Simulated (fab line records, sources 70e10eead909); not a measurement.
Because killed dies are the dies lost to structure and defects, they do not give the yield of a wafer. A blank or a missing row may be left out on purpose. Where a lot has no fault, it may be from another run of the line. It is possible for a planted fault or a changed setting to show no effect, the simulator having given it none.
fab line records | flow nand-harc
record lots=13 | wafers=36 | last-day=24
route steps=1159 shown THIN_TSV@1116
lots that met no fault: taken from a fault-free run of the same line
start-h: start of the lot's first displayed wafer, in hours after the record's first day | wait-h: hours since the lot's step before | " as in the row above | L1.1+2: a row that stands for several wafers | - no value present, or no start provided | * or withheld: withheld | < > ~ a bound
route shown NAME@n: a module of which the file shows steps, and the number in the route of the first | usual: mean and standard deviation over wafers with no fault | same: alike in all rows | chamber/n: place in a boat | sites: readings site by site | _std_site: how widely they spread, as a standard deviation | _edge_site: outer sites' mean less inner sites' | radius-mm: for every site, how far away it sits from the centre of the wafer | mask NAME#n: copy n | behind: the most recent tool/chamber to have shaped the wafer | hold: the reason the lot was held/the length of the hold in hours/how it ended | device: whichever transistor did not switch (one of n, p or np) | end of line: tests of these same wafers at the route's end | a step without rows: its recipe alone | killed: dies that structure and defects cost at the first sort, which is not the same as the wafer's yield | map: a wafer's dies, marking killed ones x, the rest . and places with no die _
set.NAME: the setting that was run; set.NAME@STEP: the one run at that earlier step | model.NAME: the simulator's own value behind a step, which no gauge read
the route's steps for a sample of lots (tables are steps, rows are wafers)
services: a tool's chamber out of use, with start hour (start-h, from the record's first day; less than 0 if before it), hours out, and reason
## steps
# step NHARC_THIN_TSV_CD_MEAS_12
# recipe target-cd-nm=1000 | landing-energy-ev=500
# usual cd-nm=1000.5/1.7
lot.wafer | tool      | chamber | start-h | wait-h | cd-nm
L224.2    | cd-sem-01 | 0       | 439.03  | -      | 1001.7
L224.3    | "         | 0       | "       | "      | 997.9
L224.5    | "         | 0       | "       | "      | 999.1
L225.2    | cd-sem-01 | 0       | 440.13  | -      | 998.1
L225.4    | "         | 0       | "       | "      | 1001.6
L225.5    | "         | 0       | "       | "      | 997.9
L226.2    | cd-sem-03 | 0       | 449.14  | -      | 1001.4
L226.5    | "         | 0       | "       | "      | 997.8
L226.6    | "         | 0       | "       | "      | 1000.1
L227.3    | cd-sem-02 | 0       | 457.43  | -      | 1001.0
L227.4    | "         | 0       | "       | "      | 1000.2
L227.5    | "         | 0       | "       | "      | 999.7
L228.1    | cd-sem-03 | 0       | 465.57  | -      | 1001.5
L228.4    | "         | 0       | "       | "      | 1000.5
L228.5    | "         | 0       | "       | "      | 1000.2
L229.2    | cd-sem-01 | 0       | 471.95  | -      | 1000.9
L229.4    | "         | 0       | "       | "      | 1001.0
L229.6    | "         | 0       | "       | "      | 999.8
L232.2    | cd-sem-03 | 0       | 479.36  | -      | 1002.1
L232.4    | "         | 0       | "       | "      | 998.2
L232.5    | "         | 0       | "       | "      | 1001.5
L233.3    | cd-sem-02 | 0       | 486.39  | -      | 1003.6
L233.4    | "         | 0       | "       | "      | 1001.9
L233.6    | "         | 0       | "       | "      | 1003.5
L231.3    | cd-sem-03 | 0       | 497.48  | -      | 999.1
L231.5    | "         | 0       | "       | "      | 998.7
L231.6    | "         | 0       | "       | "      | 998.8
L230.1    | cd-sem-02 | 0       | 498.54  | -      | 1001.5
L230.4    | "         | 0       | "       | "      | 1000.9
L230.6    | "         | 0       | "       | "      | 1000.6
L238.4    | cd-sem-03 | 0       | 538.37  | -      | 999.9
L238.6    | "         | 0       | "       | "      | 998.7
L239.2    | cd-sem-03 | 0       | 540.79  | -      | 1003.6
L245.1    | cd-sem-03 | 0       | 563.71  | -      | 1000.2
L245.2    | "         | 0       | "       | "      | 1001.6
L245.5    | "         | 0       | "       | "      | 1000.3
# step NHARC_THIN_TSV_ETCH_59
# recipe target-depth-a=8800 | icp-w=900 | bias-w=100 | Cl2_flow_sccm=60 | bcl3-flow-sccm=30 | time-s=138.1 | chemistry=Cl2/BCl3
# usual drypump-motor-current-A=5.7/0.48 | oes-product-au=0.998/0.012 | rf-fwd-power-W=896/3.1 | throttle-valve-pct=22.263/0.0094
lot.wafer | tool         | chamber | start-h | wait-h | drypump-motor-current-A | oes-product-au | rf-fwd-power-W | rf-hours-counter-h | throttle-valve-pct
L224.2    | rie-metal-01 | 1       | 445.25  | 0.1    | 5.7                     | 1.015          | 894            | 3.9                | 22.266
L224.3    | "            | 0       | "       | "      | 5.2                     | 1.009          | 894            | -                  | 22.270
L224.5    | "            | 0       | "       | "      | 5.2                     | 1.011          | 899            | -                  | 22.261
L225.2    | rie-metal-01 | 0       | 446.54  | 0.2    | 5.2                     | 1.003          | 896            | -                  | 22.266
L225.4    | "            | 0       | "       | "      | 5.2                     | 1.000          | 896            | -                  | 22.246
L225.5    | "            | 0       | "       | "      | 5.2                     | 1.003          | 897            | -                  | 22.249
L226.2    | rie-metal-02 | 0       | 455.56  | 0.1    | 5.6                     | 0.986          | 892            | 1.8                | 22.271
L226.6    | "            | 0       | "       | "      | 5.6                     | 0.980          | 887            | -                  | 22.256
L226.5    | "            | 1       | "       | "      | 6.2                     | 0.993          | 892            | -                  | 22.274
L227.4    | rie-metal-03 | 1       | 463.73  | 0.2    | 5.3                     | 0.979          | 897            | -                  | 22.255
L227.3    | "            | 0       | "       | "      | 6.5                     | 1.025          | 900            | -                  | 22.267
L227.5    | "            | 0       | "       | "      | 6.5                     | 1.004          | 899            | -                  | 22.270
L228.1    | rie-metal-01 | 0       | 471.67  | 0.1    | 5.2                     | 0.995          | 898            | 3.7                | 22.250
L228.4    | "            | 0       | "       | "      | 5.2                     | 0.991          | 903            | -                  | 22.268
L228.5    | "            | 0       | "       | "      | 5.2                     | 1.007          | 897            | -                  | 22.260
L229.2    | rie-metal-02 | 0       | 478.26  | 0.2    | 5.6                     | 0.992          | 892            | 2.6                | 22.260
L229.4    | "            | 0       | "       | "      | 5.6                     | 0.988          | 896            | -                  | 22.262
L229.6    | "            | 1       | "       | "      | 6.2                     | 0.990          | 891            | -                  | 22.264
L232.2    | rie-metal-02 | 0       | 485.55  | 0.1    | 5.6                     | 0.983          | 897            | 2.9                | 22.261
L232.4    | "            | 1       | "       | "      | 6.2                     | 0.975          | 893            | -                  | 22.244
L232.5    | "            | 1       | "       | "      | 6.2                     | 0.998          | 893            | -                  | 22.256
L233.3    | rie-metal-01 | 0       | 492.79  | 0.2    | 5.2                     | 0.994          | 899            | -                  | 22.268
L233.4    | "            | 0       | "       | "      | 5.2                     | 0.976          | 898            | -                  | 22.255
L233.6    | "            | 0       | "       | "      | 5.1                     | 0.991          | 892            | -                  | 22.274
L231.3    | rie-metal-02 | 1       | 503.69  | 0.2    | 6.2                     | 1.000          | 893            | -                  | 22.248
L231.6    | "            | 1       | "       | "      | 6.2                     | 0.993          | 893            | -                  | 22.254
L231.5    | "            | 0       | "       | "      | 5.6                     | 0.990          | 898            | -                  | 22.253
L230.1    | rie-metal-03 | 0       | 504.99  | 0.1    | 6.5                     | 1.011          | 893            | 1.5                | 22.266
L230.4    | "            | 1       | "       | "      | 5.3                     | 0.992          | 898            | -                  | 22.278
L230.6    | "            | 0       | "       | "      | 6.5                     | 1.030          | 893            | -                  | 22.275
L238.4    | rie-metal-01 | 1       | 545.58  | 0.2    | 5.7                     | 1.021          | 897            | -                  | 22.279
L238.6    | "            | 0       | "       | "      | 5.2                     | 0.948          | 895            | -                  | 22.282
L239.2    | rie-metal-01 | 1       | 549.47  | 0.1    | 5.6                     | 1.000          | 899            | 1.0                | 22.254
L245.1    | rie-metal-03 | 0       | 570.26  | 0.1    | 6.5                     | 1.007          | 897            | 3.8                | 22.264
L245.2    | "            | 1       | "       | "      | 5.4                     | 0.984          | 896            | 3.3                | 22.280
L245.5    | "            | 1       | "       | "      | 5.4                     | 0.987          | 898            | -                  | 22.271
# step NHARC_THIN_TSV_CD_MEAS_37
# usual cd-nm=5000.4/3
lot.wafer | tool      | chamber | start-h | wait-h | cd-nm
L224.2    | cd-sem-03 | -       | 446.41  | -      | 5005.1
L224.3    | "         | -       | "       | "      | 4998.5
L224.5    | "         | -       | "       | "      | 4998.9
L225.2    | cd-sem-03 | -       | 447.89  | -      | 4996.3
L225.4    | "         | -       | "       | "      | 4999.8
L225.5    | "         | -       | "       | "      | 4995.8
L226.2    | cd-sem-02 | -       | 456.80  | -      | 5003.9
L226.5    | "         | -       | "       | "      | 4998.8
L226.6    | "         | -       | "       | "      | 5002.5
L227.3    | cd-sem-01 | -       | 464.83  | -      | 5000.6
L227.4    | "         | -       | "       | "      | 5000.7
L227.5    | "         | -       | "       | "      | 5001.4
L228.1    | cd-sem-02 | -       | 473.13  | -      | 5000.0
L228.4    | "         | -       | "       | "      | 5003.3
L228.5    | "         | -       | "       | "      | 5000.7
L229.2    | cd-sem-02 | -       | 479.38  | -      | 5001.9
L229.4    | "         | -       | "       | "      | 5000.9
L229.6    | "         | -       | "       | "      | 5000.1
L232.2    | cd-sem-01 | -       | 486.83  | -      | 5002.6
L232.4    | "         | -       | "       | "      | 4994.1
L232.5    | "         | -       | "       | "      | 5001.9
L233.3    | cd-sem-02 | -       | 494.05  | -      | 5001.6
L233.4    | "         | -       | "       | "      | 4998.9
L233.6    | "         | -       | "       | "      | 5004.3
L231.3    | cd-sem-03 | -       | 504.78  | -      | 4998.9
L231.5    | "         | -       | "       | "      | 5001.9
L231.6    | "         | -       | "       | "      | 4999.1
L230.1    | cd-sem-03 | -       | 506.11  | -      | 4997.7
L230.4    | "         | -       | "       | "      | 4999.8
L230.6    | "         | -       | "       | "      | 4998.5
L238.4    | cd-sem-02 | -       | 547.20  | -      | 4997.8
L238.6    | "         | -       | "       | "      | 4996.3
L239.2    | cd-sem-03 | -       | 550.62  | -      | 5001.4
L245.1    | cd-sem-02 | -       | 571.41  | -      | 4999.5
L245.2    | "         | -       | "       | "      | 4999.5
L245.5    | "         | -       | "       | "      | 5000.2
# step NHARC_THIN_TSV_INSPECT_40
# usual raw-defect-count=442/66
lot.wafer | tool              | chamber | start-h | wait-h | raw-defect-count
L224.2    | defect-inspect-01 | -       | 450.83  | 0.4    | 411
L224.3    | "                 | -       | "       | "      | 411
L224.5    | "                 | -       | "       | "      | 382
L225.2    | defect-inspect-01 | -       | 450.84  | 0.4    | 429
L225.4    | "                 | -       | "       | "      | 520
L225.5    | "                 | -       | "       | "      | 557
L226.2    | defect-inspect-01 | -       | 461.24  | 0.4    | 466
L226.5    | "                 | -       | "       | "      | 607
L226.6    | "                 | -       | "       | "      | 488
L227.3    | defect-inspect-01 | -       | 469.28  | 0.4    | 403
L227.4    | "                 | -       | "       | "      | 417
L227.5    | "                 | -       | "       | "      | 443
L228.1    | defect-inspect-01 | -       | 477.57  | 0.4    | 508
L228.4    | "                 | -       | "       | "      | 362
L228.5    | "                 | -       | "       | "      | 422
L229.2    | defect-inspect-01 | -       | 483.82  | 0.4    | 426
L229.4    | "                 | -       | "       | "      | 400
L229.6    | "                 | -       | "       | "      | 379
L232.2    | defect-inspect-01 | -       | 491.27  | 0.4    | 415
L232.4    | "                 | -       | "       | "      | 464
L232.5    | "                 | -       | "       | "      | 463
L233.3    | defect-inspect-01 | -       | 501.13  | 0.4    | 518
L233.4    | "                 | -       | "       | "      | 400
L233.6    | "                 | -       | "       | "      | 427
L231.3    | defect-inspect-02 | -       | 510.98  | 0.4    | 313
L231.5    | "                 | -       | "       | "      | 384
L231.6    | "                 | -       | "       | "      | 390
L230.1    | defect-inspect-02 | -       | 510.98  | 0.4    | 485
L230.4    | "                 | -       | "       | "      | 459
L230.6    | "                 | -       | "       | "      | 396
L238.4    | defect-inspect-01 | -       | 551.41  | 0.4    | 423
L238.6    | "                 | -       | "       | "      | 388
L239.2    | defect-inspect-01 | -       | 555.05  | 0.4    | 475
L245.1    | defect-inspect-02 | -       | 575.92  | 0.4    | 507
L245.2    | "                 | -       | "       | "      | 446
L245.5    | "                 | -       | "       | "      | 410
## services
tool         | chamber | start-h | hours | kind
rie-metal-01 | 1       | 446.36  | 63.5  | repair
rie-metal-03 | 1       | 452.28  | 6.8   | repair
rie-metal-03 | -       | 453.00  | 9.0   | pm
rie-metal-03 | 0       | 453.00  | 9.0   | vent-cycle
rie-metal-03 | 0       | 462.00  | -     | clean
rie-metal-03 | 1       | 462.00  | -     | clean
rie-metal-01 | 0       | 500.48  | 9.6   | repair
rie-metal-01 | -       | 509.83  | 9.0   | pm
rie-metal-01 | 0       | 518.83  | -     | clean
rie-metal-01 | 1       | 518.83  | -     | clean
rie-metal-03 | 1       | 541.64  | 8.1   | repair
rie-metal-02 | 1       | 550.13  | 22.0  | repair
rie-metal-02 | -       | 565.00  | 9.0   | pm
rie-metal-02 | 0       | 565.00  | 9.0   | vent-cycle
## key
first-sign step=NHARC_THIN_TSV_ETCH_59 | reading=oes-product-au | direction=down | sigmas=4.2 | usual=0.998 | struck=0.948
effect none on later readings
met-at NHARC_THIN_TSV_ETCH_59
struck-lots L238
struck-wafers L238.6
sort-left-out L238.6
not-acting-at NHARC_THIN_TSV_CD_MEAS_12,NHARC_THIN_TSV_CD_MEAS_37,NHARC_THIN_TSV_INSPECT_40
onset-between 492.79 545.58
fault kind=process-parameter-drift | tool=rie-metal-01 | chamber=0 | onset-h=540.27 | steps=NHARC_THIN_TSV_ETCH_59 | channel=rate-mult | offset=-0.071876 | shape=step | end-h=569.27
# sort-left-out: the simulated sort isn't trusted on such a fault, so these wafers' sort isn't shown, and their yield isn't known
